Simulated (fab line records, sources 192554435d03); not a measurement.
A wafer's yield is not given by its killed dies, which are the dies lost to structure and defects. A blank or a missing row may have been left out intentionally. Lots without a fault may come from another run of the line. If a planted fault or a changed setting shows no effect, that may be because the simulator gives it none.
The same fault as seen by 2 desks | flow n5Finfet | what lay behind the numbers comes last; until then each desk has only its own

THE METROLOGY DESK
Lot by lot, what the gauges showed, no matter which tool ran the lot: averages of those sampled wafers that carry a number. Marked OUT: a lot whose mean sits more than 4 standard deviations from the usual mean, which makes it out of limits; the brackets give that distance. Only the readings that lie furthest out on some lot appear, 7 of the 11 it has.
Columns: A = cdNm at N5_DUMMY_GATE_CD_MEAS_50, usual 14.0 nm; B = DIBL_N at N5_BEOL_M4_RC_MEAS_101, usual 36.5 mV/V; C = DIBL_P at N5_BEOL_M4_RC_MEAS_101, usual 36.5 mV/V; D = IOFF_N at N5_BEOL_M4_RC_MEAS_101, usual 0.162 nA/um; E = IOFF_P at N5_BEOL_M4_RC_MEAS_101, usual 0.221 nA/um; F = ION_P at N5_BEOL_M4_RC_MEAS_101, usual 466 uA/um; G = SS_P at N5_BEOL_M4_RC_MEAS_101, usual 73.3 mV/dec
lot  | first seen here | A    | B    | C    | D     | E     | F   | G
L110 | day 2 22:53     | 14.0 | 37.4 | 35.2 | 0.157 | 0.210 | 462 | 73.3
L111 | day 3 08:22     | 13.7 | 37.3 | 38.4 | 0.167 | 0.249 | 473 | 73.4
L114 | day 3 22:08     | 13.7 | 36.8 | 39.3 | 0.195 | 0.241 | 469 | 74.0
L118 | day 5 01:53     | 14.0 | 35.7 | 35.9 | 0.150 | 0.203 | 462 | 73.1
L122 | day 6 03:55     | 14.0 | 37.5 | 37.0 | 0.180 | 0.258 | 463 | 73.2
L127 | day 8 00:04     | 14.6 | 35.9 | 36.0 | 0.162 | 0.198 | 464 | 73.2
L129 | day 8 03:10     | 13.7 | 37.9 | 37.9 | 0.201 | 0.278 | 475 | 73.5
L130 | day 9 20:44     | 14.2 | 37.0 | 35.7 | 0.153 | 0.202 | 464 | 73.4
L132 | day 9 21:33     | 14.0 | 35.2 | 34.6 | 0.167 | 0.241 | 476 | 72.8
L133 | day 9 22:01     | 13.9 | 38.3 | 38.0 | 0.186 | 0.247 | 467 | 74.3
Result from this desk: across the 10 lots, nothing is out of limits.

FOR THE TOOL OWNER'S DESK: lithoTrack-02
The tool's own readings at N5_SD_EPI_N_COAT_32 (time 60 s, resist thk 350 nm): means of the sampled wafers that have a number, for each lot that ran on this tool. Marked OUT: a lot whose mean sits more than 4 standard deviations from the usual mean, which makes it out of limits; the brackets give that distance.
Columns: A = spinSpeedRpm at N5_SD_EPI_N_COAT_32, usual 1499.7 rpm
lot  | first seen here | A
L114 | day 3 23:34     | 1499.3
L118 | day 5 03:23     | 1638.0 (+99 or more) OUT
L122 | day 6 05:32     | 1636.2 (+99 or more) OUT
L133 | day 9 23:42     | 1499.2
Finding of this desk: L118, L122 out of limits; the first was L118 at day 5 03:23, on spinSpeedRpm at N5_SD_EPI_N_COAT_32. Within limits: L114, L133.

ALL TOGETHER
An alarm could have come from the tool owner's desk at day 5 03:23, on L118, L122.
Metrology desk: nothing out of limits seen.
The metrology desk holds a record of L118, L122, inside its limits.
Every lot named ran N5_SD_EPI_N_COAT_32 on lithoTrack-02.

WHAT WAS PUT IN BY THE SIMULATOR
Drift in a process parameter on lithoTrack-02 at N5_SD_EPI_N_COAT_32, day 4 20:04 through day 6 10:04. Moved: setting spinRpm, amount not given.
Lots struck among those shown: L118, L122.
How many hours passed from the start of the fault until each desk's first out-of-limits reading: the tool owner's desk, 7.
